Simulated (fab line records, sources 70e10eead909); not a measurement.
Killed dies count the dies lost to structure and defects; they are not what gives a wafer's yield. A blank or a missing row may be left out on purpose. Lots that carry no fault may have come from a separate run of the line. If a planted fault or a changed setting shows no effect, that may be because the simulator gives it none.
Comparing a struck lot with a sound one -- flow nandHarc -- 43 steps out of a route of 1302
Sound: the wafers L945.1, L945.4, L945.5. Wafers L962.1, L962.4, L962.6 were the ones struck. The cause is given at the end.
Per side, at each step with rows, come the tool, then ch with its chambers, and then its first start. Under that, the readings that differ: sound wafers -- struck wafers -- difference of the means -- sigmas: that difference in standard deviations of wafers without a fault.
alike: words and numbers the same on both sides, and readings whose means are apart by under 2 such deviations; not compared: readings that were withheld, readings missing a value for some wafer, numbers with overlapping values and no deviation given by the record, and bounds like >300 which may hide the same value.
The two part at a step that has a row with sigmas, a row that says differs or no value, or rows on one side only. Numbers that have no deviation but don't overlap get no sigmas and don't part them. A reading that every wafer of one side lacks parts them only if that side has two wafers or more.

first, 4 steps without rows for these wafers: NHARC_A_CONTACT_EBR_65; NHARC_A_CONTACT_EXPOSE_66 (exposes mask A CC 2); NHARC_A_CONTACT_PEB_67 (peb time 65 s); NHARC_A_CONTACT_DEVELOP_68 (develop time 35 s).
NHARC_A_CONTACT_CD_MEAS_69: the cd target is 300 nm.
  sound on cdSem-02 ch 0, day 22 04:38; struck on cdSem-03 ch 0, day 29 02:07
  alike: cdNm
NHARC_A_CONTACT_OVL_MEAS_70:
  struck on overlay-02, day 29 02:13; sound on overlay-01, day 22 04:43
reading,sound,struck,difference,sigmas
overlayYNm (nm),-0.1 0.4 0.1,1.6 2.5 2.0,+1.9,+2
  alike: overlayXNm
NHARC_A_CONTACT_INSPECT_71:
  struck on defectInspect-01, day 29 02:15; sound on defectInspect-02, day 22 04:45
  alike: rawDefectCount
NHARC_A_CONTACT_DESCUM_74: chemistry O2, time 3 s.
  sound on rieDiel-12 ch 0,1,3, day 22 04:50; struck on rieDiel-07 ch 1,2,3, day 29 02:19
  alike: drypumpMotorCurrentA, oesProductAu, rfVppV, showerheadPlenumPTorr, throttleValvePct
  not compared: rfHoursCounterH
then, 1 step without rows for these wafers: NHARC_A_CONTACT_ETCH_75 (etches the open film in CF4, target depth 39 nm, time 65 s).
NHARC_A_CONTACT_ETCH_76: etches the open film in N2/H2, target depth 260 nm, time 475.3 s.
  sound on rieDiel-12 ch 0,3; struck on rieDiel-07 ch 1,2,3
reading,sound,struck,difference,sigmas
oesProductAu (a.u.),0.990 0.991 0.987,1.014 1.005 1.001,+0.017,+2
  alike: drypumpMotorCurrentA, rfVppV, showerheadPlenumPTorr, throttleValvePct
  not compared: rfHoursCounterH
then, 2 steps without rows for these wafers: NHARC_A_CONTACT_ETCH_77 (etches the open film in CF4/CHF3, target depth 108.9 nm, time 54.5 s); NHARC_A_CONTACT_ETCH_78 (etches the open film in O2/COS, target depth 5300 nm, time 1378 s).
NHARC_A_CONTACT_ETCH_124: etches the open film in C4F8/O2/Ar, time 140 s, target depth 700 nm.
  sound on harCapEtch-02 ch 1, day 22 06:23; struck on harCapEtch-02 ch 0,1, day 29 03:53
  not compared: rfHoursCounterH
then, 3 steps without rows for these wafers: NHARC_A_CONTACT_ETCH_125 (etches the open film in C4F8/O2/Ar, time 197 s, target depth 1918 nm); NHARC_A_CONTACT_ETCH_126 (etches the open film in C4F8/O2/Ar, time 197 s, target depth 1918 nm); NHARC_A_CONTACT_ETCH_127 (etches the open film in C4F8/O2/Ar, time 197 s, target depth 1918 nm).
NHARC_A_CONTACT_ETCH_128: etches the open film in C4F8/O2/Ar, time 197 s, target depth 1918 nm.
  sound on harCapEtch-02 ch 1, day 22 07:07; struck on harCapEtch-02 ch 0,1, day 29 04:51
  not compared: rfHoursCounterH
then, 3 steps without rows for these wafers: NHARC_A_CONTACT_ETCH_129 (etches the open film in C4F8/O2/Ar, time 197 s, target depth 1918 nm); NHARC_A_CONTACT_ETCH_130 (etches the open film in C4F8/O2/Ar, time 197 s, target depth 1918 nm); NHARC_A_CONTACT_ETCH_131 (etches the open film in C4F8/O2/Ar, time 197 s, target depth 1918 nm).
NHARC_A_CONTACT_ETCH_132: etches the open film in C4F8/O2/Ar, time 197 s, target depth 1924 nm.
  sound on harCapEtch-02 ch 1, day 22 07:49; struck on harCapEtch-02 ch 0,1, day 29 05:47
  not compared: rfHoursCounterH
then, 2 steps without rows for these wafers: NHARC_A_CONTACT_ETCH_133 (etches the open film in C4F8/O2/Ar, time 374 s, target depth 1610 nm); NHARC_A_CONTACT_ETCH_91 (etches the open film in CH3F/O2, target depth 40 nm, time 85.7 s).
NHARC_A_CONTACT_ETCH_97: etches the open film in C4F6/O2, target depth 20 nm, time 10 s.
  sound on rieDiel-12 ch 0,2,3; struck on rieDiel-07 ch 0,1,2
  alike: drypumpMotorCurrentA, oesProductAu, rfVppV, showerheadPlenumPTorr, throttleValvePct
  not compared: rfHoursCounterH
NHARC_A_CONTACT_CD_MEAS_80:
  struck on cdSem-03, day 29 07:10; sound on cdSem-02, day 22 08:58
  alike: cdNm
then, 17 steps without rows for these wafers: NHARC_A_CONTACT_STRIP_103 (strips in N2/H2); NHARC_A_CONTACT_STRIP_104 (strips in CF4/CHF3); NHARC_A_CONTACT_STRIP_105 (strips in O2/COS); NHARC_A_CONTACT_ETCH_106 (etches the open film in CF4/O2, target depth 90 nm, overetch 9 nm, time 49.5 s); NHARC_A_CONTACT_STRIP_82 (strips in O2); NHARC_A_CONTACT_STRIP_83 (strips in post etch residue remover, time 600 s); NHARC_A_CONTACT_DEP_84 (deposits aC, target thk 2800 nm); NHARC_A_CONTACT_DEP_85 (deposits SiON, target thk 60 nm); NHARC_A_CONTACT_DEHYDRATE_00 (time 120 s); NHARC_A_CONTACT_HMDS_01 (time 30 s); NHARC_A_CONTACT_COAT_86 (time 75 s); NHARC_A_CONTACT_COAT_87 (time 65 s); NHARC_A_CONTACT_COAT_02 (resist thk 90 nm); NHARC_A_CONTACT_SOFTBAKE_03 (time 55 s); NHARC_A_CONTACT_EBR_04; NHARC_A_CONTACT_EXPOSE_05 (exposes mask A CC); NHARC_A_CONTACT_PEB_06 (peb time 65 s).
-- record jumps: 2 days between struck wafers' starts before vs after; left off in module A_CONTACT, resumes in module END, first step shown is number 1302 of the route --
NHARC_END_SORT_01:
  here the record holds rows for the struck wafers (prober-02 ch 0, day 31 13:20) but none for the sound ones

## WHERE THEY PART
Last at NHARC_END_SORT_01 as far as this record goes, first at NHARC_A_CONTACT_OVL_MEAS_70.

WHY: what had been put in by the simulator
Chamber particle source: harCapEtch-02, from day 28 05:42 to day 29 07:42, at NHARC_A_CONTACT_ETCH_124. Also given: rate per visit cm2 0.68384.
